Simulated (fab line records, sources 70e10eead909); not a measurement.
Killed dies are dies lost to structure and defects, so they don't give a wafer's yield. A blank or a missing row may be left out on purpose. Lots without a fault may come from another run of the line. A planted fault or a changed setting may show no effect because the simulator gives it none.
fab line records | flow nand_harc
record lots=13 wafers=38 last_day=25
route steps=1159 shown A_CONTACT@915
lots that met no fault: from a run of the same line without faults
start_h: hours from the record's first day to the start of the lot's first wafer shown | wait_h: hours since the lot's step before | " the same as in the row above | L1.1+2: a row that stands for several wafers | - no value, or no start given | * or withheld: withheld | < > ~ a bound
route shown NAME@n: a module of which the file shows steps, and the number in the route of the first | usual: mean/standard deviation of fault-free wafers | same: alike in all rows | chamber/n: place in a boat | sites: the reading at each site | _std_site: their standard deviation | _edge_site: outer sites' mean less inner sites' | radius_mm: how far each site lies from the wafer's centre | mask NAME#n: copy n | behind: the tool/chamber that last shaped the wafer | hold: why the lot was held/for how many hours/how that ended | device: the transistor (n, p or np) that didn't switch | end of line: the same wafers' tests at the end of the route | a step without rows: its recipe alone | killed: dies lost to structure and defects at the first sort, not the wafer's yield | map: a wafer's dies, x killed, . not, _ none there
set.NAME: the setting as run; set.NAME@STEP: as run at that earlier step | model.NAME: the simulator's own value behind a step, which no gauge read
steps of the route over a sample of lots; a table a step, a row a wafer
services: from which hour (start_h, from the record's first day; less than 0 if before it) a tool's chamber was out of use, for how many hours, and why
## steps
# step NHARC_A_CONTACT_ETCH_97
# recipe target_depth_a=200 over_etch_frac=0.5 time_s=10 ion_energy_ev=250 c4f6_flow_sccm=25 o2_flow_sccm=20 ar_flow_sccm=500 rf_w=600 bias_w=500 chemistry=C4F6/O2
# usual c4f6_flow_sccm=24.99/0.076 drypump_motor_current_A=5.94/0.23 oes_product_au=0.966/0.027 rf_vpp_V=546/3.4 showerhead_plenum_p_Torr=3.88/0.16 throttle_valve_pct=26.903/0.0085
# same time_s=10
# columns lot.wafer tool chamber start_h wait_h c4f6_flow_sccm drypump_motor_current_A oes_product_au rf_hours_counter_h rf_vpp_V showerhead_plenum_p_Torr throttle_valve_pct
L512.3 rie_diel-12 0 - - 24.92 6.13 0.999 0 547 3.91 26.913
L512.4 " 1 " " 24.97 5.82 0.986 0 542 3.69 26.901
L512.2 " 3 " " 24.95 6.22 1.002 0 551 4.07 26.906
L515.2 rie_diel-12 0 - - 25.14 6.13 0.991 1 546 3.91 26.898
L515.4 " 2 " " 25.09 5.62 0.996 1 546 3.87 26.901
L515.6 " 1 " " 24.87 5.79 0.986 - 541 3.69 26.913
L513.2 rie_diel-02 3 - - 25.02 6.02 0.983 10 545 3.79 26.904
L513.5 " 2 " " 25.08 6.01 1.014 - 543 3.80 26.884
L513.6 " 3 " " 25.14 6.04 0.998 - 545 3.79 26.897
L514.2 rie_diel-12 1 - - 24.95 5.81 0.941 3 543 3.69 26.906
L514.3 " 2 " " 24.99 5.54 0.935 3 546 3.87 26.900
L514.5 " 2 " " 24.91 5.55 0.934 - 546 3.87 26.901
L516.4 rie_diel-12 3 - - 25.01 6.21 0.951 4 549 4.07 26.901
L516.3 " 0 " " 24.95 6.12 0.937 3 548 3.91 26.910
L516.2 " 2 " " 24.94 5.58 0.952 3 547 3.87 26.902
L524.1 rie_diel-12 3 - - 24.95 6.24 1.005 21 551 4.06 26.902
L524.2 " 0 " " 24.87 6.12 1.010 21 546 3.90 26.893
L524.6 " 3 " " 25.03 6.24 0.999 - 550 4.06 26.914
L523.1 rie_diel-02 2 450.81 0.1 24.91 5.97 1.008 20 544 3.80 26.903
L523.6 " 1 " " 25.07 6.23 0.998 - 551 4.11 26.894
L525.2 rie_diel-01 0 - - 24.91 5.72 0.971 54 541 3.65 26.906
L525.4 " 2 " " 25.05 5.72 0.950 56 542 3.67 26.905
L525.1 " 3 " " 24.94 5.57 0.958 58 552 4.15 26.915
L528.4 rie_diel-12 2 - - 24.99 5.58 0.955 32 545 3.86 26.900
L528.3 " 3 " " 25.01 6.22 0.941 33 550 4.05 26.914
L528.6 " 0 " " 25.06 6.15 0.941 - 546 3.89 26.899
L533.2 rie_diel-02 1 - - 25.00 6.24 0.947 32 549 4.11 26.906
L533.3 " 2 " " 24.99 6.07 0.954 29 544 3.79 26.903
L533.6 " 0 " " 25.11 6.01 0.945 - 546 3.85 26.906
L530.3 rie_diel-12 0 - - 24.96 6.12 0.939 35 548 3.89 26.895
L530.6 " 2 " " 24.97 5.61 0.940 - 546 3.86 26.891
L530.5 " 3 " " 25.00 6.19 0.938 - 549 4.05 26.908
L529.3 rie_diel-02 2 - - 25.03 6.06 1.013 31 544 3.79 26.903
L529.5 " 1 " " 25.04 6.24 0.997 - 550 4.11 26.895
L529.6 " 2 " " 24.98 6.08 0.999 - 545 3.79 26.886
L535.2 rie_diel-02 2 - - 24.94 6.03 0.944 4 543 3.79 26.901
L535.3 " 3 " " 25.04 6.00 0.936 4 544 3.77 26.912
L535.6 " 1 " " 24.89 6.24 0.951 - 551 4.10 26.895
# step NHARC_A_CONTACT_ETCH_106
# recipe target_depth_a=600 overetch_a=60 time_s=33 ion_energy_ev=100 cf4_flow_sccm=80 o2_flow_sccm=20 ar_flow_sccm=0 rf_w=300 bias_w=100 chemistry=CF4/O2
# usual drypump_motor_current_A=5.97/0.22 oes_ar_750_au=1.000/0.0044 oes_product_au=1.000/0.0079 rf_vpp_V=197.6/1.4 showerhead_plenum_p_Torr=1.33/0.058 throttle_valve_pct=13.399/0.0098
# same time_s=33
# columns lot.wafer tool chamber start_h wait_h drypump_motor_current_A oes_ar_750_au oes_product_au rf_hours_counter_h rf_vpp_V showerhead_plenum_p_Torr throttle_valve_pct
L512.2 rie_diel-01 2 390.38 0.1 5.70 1.002 0.997 29 196.8 1.25 13.391
L512.3 " 0 " " 5.71 1.007 1.003 26 196.8 1.24 13.408
L512.4 " 1 " " 6.10 0.995 0.994 26 198.1 1.38 13.392
L515.2 rie_diel-02 1 391.29 0.1 6.22 0.995 1.009 10 199.8 1.41 13.416
L515.4 " 2 " " 6.01 0.999 1.014 10 197.6 1.29 13.398
L515.6 " 2 " " 6.04 1.005 1.010 - 198.8 1.29 13.400
L513.2 rie_diel-02 3 395.39 0.1 5.99 0.997 0.997 10 195.7 1.29 13.396
L513.6 " 1 " " 6.22 1.005 1.005 - 199.1 1.41 13.396
L513.5 " 2 " " 6.05 0.998 1.022 - 196.1 1.29 13.380
L514.3 rie_diel-12 1 401.90 0.1 5.80 0.997 1.005 3 196.4 1.25 13.394
L514.2 " 2 " " 5.55 1.006 1.001 3 198.1 1.32 13.386
L514.5 " 3 " " 6.18 1.000 1.007 - 198.8 1.39 13.401
L516.4 rie_diel-12 2 404.19 0.1 5.57 1.002 0.992 4 195.6 1.32 13.405
L516.3 " 3 " " 6.20 1.001 1.008 4 198.0 1.39 13.399
L516.2 " 1 " " 5.81 0.999 0.997 3 196.4 1.25 13.409
L524.1 rie_diel-12 2 450.87 0.1 5.55 1.001 1.001 18 196.4 1.31 13.381
L524.2 " 0 " " 6.11 0.999 1.003 21 197.2 1.33 13.404
L524.6 " 3 " " 6.21 0.998 1.007 - 200.3 1.38 13.395
L523.1 rie_diel-02 2 451.66 0.1 6.02 1.003 1.000 20 196.8 1.29 13.393
L523.6 " 2 " " 6.07 1.000 1.011 - 196.4 1.29 13.401
L525.1 rie_diel-12 0 460.57 0.1 6.09 0.998 0.998 24 198.0 1.33 13.395
L525.4 " 1 " " 5.77 0.999 0.997 17 195.7 1.25 13.410
L525.2 " 3 " " 6.19 0.997 1.004 24 197.8 1.38 13.397
L528.3 rie_diel-12 3 484.48 0.1 6.22 1.000 0.992 33 198.3 1.38 13.393
L528.4 " 1 " " 5.77 0.994 0.982 27 194.9 1.25 13.405
L528.6 " 2 " " 5.57 0.994 0.993 - 197.1 1.31 13.421
L533.2 rie_diel-02 1 488.26 0.1 6.22 0.989 0.998 32 199.8 1.40 13.386
L533.3 " 0 " " 6.02 0.992 1.007 27 198.7 1.31 13.412
L533.6 " 2 " " 6.04 1.004 1.010 - 196.8 1.29 13.383
L530.3 rie_diel-12 0 490.09 0.1 6.12 1.003 0.988 35 197.5 1.32 13.393
L530.6 " 3 " " 6.19 1.002 1.007 - 200.0 1.38 13.400
L530.5 " 0 " " 6.14 1.003 0.996 - 196.7 1.32 13.398
L529.3 rie_diel-02 3 496.08 0.1 6.03 1.001 0.995 28 195.9 1.28 13.400
L529.6 " 2 " " 6.05 1.003 0.997 - 196.2 1.29 13.397
L529.5 " 3 " " 5.97 0.994 0.986 - 197.6 1.28 13.412
L535.2 rie_diel-01 3 535.56 0.2 5.59 1.005 0.998 10 199.9 1.41 13.408
L535.3 " 1 " " 6.11 0.999 1.004 12 198.4 1.37 13.396
L535.6 " 3 " " 5.59 0.999 0.995 - 199.6 1.41 13.393
# step NHARC_A_CONTACT_DEP_85
# recipe target_thk_a=500 target_thk_nm=50 temp_c=400 pressure_torr=3.5 flow_sccm=200 rf_w=350 material=SiON
# usual heater_power_w=728/86
# columns lot.wafer tool chamber start_h wait_h heater_power_w
L512.3 pecvd-01 2 392.29 0.6 623
L512.2 " 0 " " 672
L512.4 " 0 " " 684
L515.2 pecvd-01 1 396.28 1.1 702
L515.6 " 0 " " 689
L515.4 " 1 " " 738
L513.2 pecvd-04 1 397.46 0.9 775
L513.5 " 2 " " 956
L513.6 " 0 " " 679
L514.3 pecvd-02 1 403.89 0.6 805
L514.2 " 2 " " 763
L514.5 " 2 " " 773
L516.2 pecvd-02 2 407.10 1.0 778
L516.3 " 0 " " 648
L516.4 " 2 " " 755
L524.1 pecvd-01 0 455.18 1.0 631
L524.2 " 1 " " 702
L524.6 " 0 " " 604
L523.1 pecvd-02 1 456.84 1.1 655
L523.6 " 2 " " 758
L525.1 pecvd-02 0 462.66 1.1 681
L525.2 " 1 " " 729
L525.4 " 1 " " 711
L528.3 pecvd-02 0 489.95 0.6 690
L528.6 " 1 " " 709
L528.4 " 2 " " 697
L533.2 pecvd-01 0 491.41 0.9 709
L533.3 " 1 " " 751
L533.6 " 1 " " 751
L530.3 pecvd-04 2 494.60 0.6 932
L530.5 " 0 " " 639
L530.6 " 1 " " 736
L529.3 pecvd-01 2 499.67 0.7 611
L529.6 " 1 " " 791
L529.5 " 2 " " 614
L535.3 pecvd-02 0 539.61 0.6 639
L535.2 " 1 " " 726
L535.6 " 0 " " 668
# step NHARC_A_CONTACT_SOFTBAKE_03
# recipe temp_c=105 time_s=55
# usual heater_power_total_W=188.46/0.14
# columns lot.wafer tool chamber start_h wait_h heater_power_total_W
L512.2 litho_track-04 0 392 - 188.71
L512.3 " 0 " " 188.35
L512.4 " 0 " " 188.58
L515.2 litho_track-06 0 396 - 188.38
L515.4 " 0 " " 188.38
L515.6 " 0 " " 188.34
L513.2 litho_track-04 0 397 - 188.70
L513.5 " 0 " " 188.43
L513.6 " 0 " " 188.68
L514.2 litho_track-06 0 404 - 188.54
L514.3 " 0 " " 188.51
L514.5 " 0 " " 188.49
L516.2 litho_track-04 0 407 - 188.33
L516.3 " 0 " " 188.35
L516.4 " 0 " " 188.33
L524.1 litho_track-04 0 455 - 222.93
L524.2 " 0 " " 188.53
L524.6 " 0 " " 188.25
L523.1 litho_track-04 0 457 - 222.59
L523.6 " 0 " " 188.38
L525.1 litho_track-01 0 462 - 188.39
L525.2 " 0 " " 188.43
L525.4 " 0 " " 188.80
L528.3 litho_track-01 0 490 - 188.43
L528.4 " 0 " " 188.45
L528.6 " 0 " " 188.46
L533.2 litho_track-01 0 491 - 188.42
L533.3 " 0 " " 188.48
L533.6 " 0 " " 188.53
L530.3 litho_track-06 0 494 - 188.55
L530.5 " 0 " " 188.43
L530.6 " 0 " " 188.49
L529.3 litho_track-01 0 499 - 188.29
L529.5 " 0 " " 188.78
L529.6 " 0 " " 188.47
L535.2 litho_track-01 0 539 - 188.56
L535.3 " 0 " " 188.45
L535.6 " 0 " " 188.33
## services
# columns tool chamber start_h hours kind
pecvd-02 - 366.19 2.1 repair
pecvd-04 - 376.00 13.0 pm
rie_diel-12 - 380.36 9.0 pm
rie_diel-12 0 380.36 9.0 vent_cycle
rie_diel-12 1 380.36 9.0 vent_cycle
rie_diel-12 2 380.36 9.0 vent_cycle
rie_diel-12 3 380.36 9.0 vent_cycle
pecvd-04 2 389.00 5.1 repair
rie_diel-12 0 389.36 - clean
rie_diel-12 1 404.57 12.5 repair
rie_diel-02 2 421.46 9.2 repair
pecvd-01 - 427.39 13.0 pm
pecvd-04 - 429.54 1.1 repair
rie_diel-02 3 431.41 25.1 repair
litho_track-01 - 443.00 7.0 pm
pecvd-01 2 444.03 16.4 repair
rie_diel-01 - 465.37 0.4 repair
litho_track-06 - 467.00 7.0 pm
rie_diel-12 - 477.69 0.4 repair
rie_diel-01 1 482.87 4.4 repair
litho_track-04 - 491.00 7.0 pm
rie_diel-01 - 491.82 9.0 pm
rie_diel-02 - 504.83 9.0 pm
pecvd-02 - 515.27 13.0 pm
## key
first_sign step=NHARC_A_CONTACT_SOFTBAKE_03 reading=heater_power_total_W direction=up sigmas=99+ usual=* struck=*
effect none on later readings
met_at NHARC_A_CONTACT_SOFTBAKE_03
struck_lots L523,L524
struck_wafers L523.1,L524.1
sort_left_out L523.1
tester_left_out L523,L524
not_acting_at NHARC_A_CONTACT_ETCH_97,NHARC_A_CONTACT_ETCH_106,NHARC_A_CONTACT_DEP_85
onset_between 407 455
fault kind=process_parameter_drift tool=litho_track-04 chamber=- onset_h=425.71 steps=NHARC_A_CONTACT_SOFTBAKE_03 channel=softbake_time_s offset=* shape=step end_h=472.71 scope=struck_wafers_only acts_in=* stated=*
# tester_left_out: of these lots the tester's yield and bins aren't shown, on N5 and GAA mostly nor the transistor test; their killed dies are dies lost to structure and defects alone, not to doping, threshold or leakage, so they don't give the yield
# sort_left_out: the simulated sort isn't trusted on such a fault, so these wafers' sort isn't shown, and their yield isn't known
